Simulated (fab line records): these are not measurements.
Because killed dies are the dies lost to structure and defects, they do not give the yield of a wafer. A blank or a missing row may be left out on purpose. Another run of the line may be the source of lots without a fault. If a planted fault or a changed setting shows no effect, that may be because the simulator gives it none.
Chamber matching -- flow n5-finfet -- 3 sister chambers for N5_BEOL_M5_CURE_79 on uv-cure-03
The step cures SiCOH lowk, time 240 s. 6 wafers are shown with their chamber, then 11 later ones without.

WAFERS PAIRED WITH THEIR CHAMBERS
wafer,chamber,wafer_temp_C_max,lamp-power-pct (%)
L079.4,2,388.1,52.18
L079.6,2,387.6,52.36
L090.4,1,385.9,52.25
L090.6,1,386.8,52.32
L091.4,0,387.1,52.29
L091.6,0,387.1,52.26

WAFERS MISSING THEIR CHAMBER
wafer,wafer_temp_C_max,lamp-power-pct (%)
L093.5,386.9,52.26
L093.6,386.9,52.31
L092.4,386.6,52.27
L092.5,387.5,52.30
L092.6,386.1,52.27
L095.2,386.4,52.27
L095.3,387.5,52.35
L095.4,386.4,52.38
L097.1,386.8,52.32
L097.2,387.0,52.39
L097.3,386.1,52.25

WHICH CHAMBER EACH WENT THROUGH
wafer,from the rows above,in truth
L093.5,can't be placed: 0 or 1 or 2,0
L093.6,can't be placed: 0 or 1 or 2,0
L092.4,can't be placed: 1 or 0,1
L092.5,can't be placed: 2 or 0 or 1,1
L092.6,can't be placed: 1 or 0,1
L095.2,can't be placed: 1 or 0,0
L095.3,can't be placed: 2 or 0 or 1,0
L095.4,can't be placed: 1 or 0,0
L097.1,can't be placed: 0 or 1 or 2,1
L097.2,can't be placed: 0 or 1 or 2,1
L097.3,can't be placed: 1 or 0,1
Placed correctly: 0 of 11. From these rows, 11 cannot be placed; in 11 the true chamber is one of the candidates. 0 placed wrongly.
How it was worked out, from the rows above alone: a wafer's distance from a chamber is the root of the sum, over the readings, of the square of ((its reading less the chamber's mean) divided by the reading's scatter). The wafer belongs to the nearest chamber; if the next one is less than 2 further off, it can't be placed. A chamber's mean is the mean of its shown wafers. The scatter: take each reading less its chamber's mean, square it, sum over the shown wafers, divide by the number of wafers less the number of chambers, and take the root.
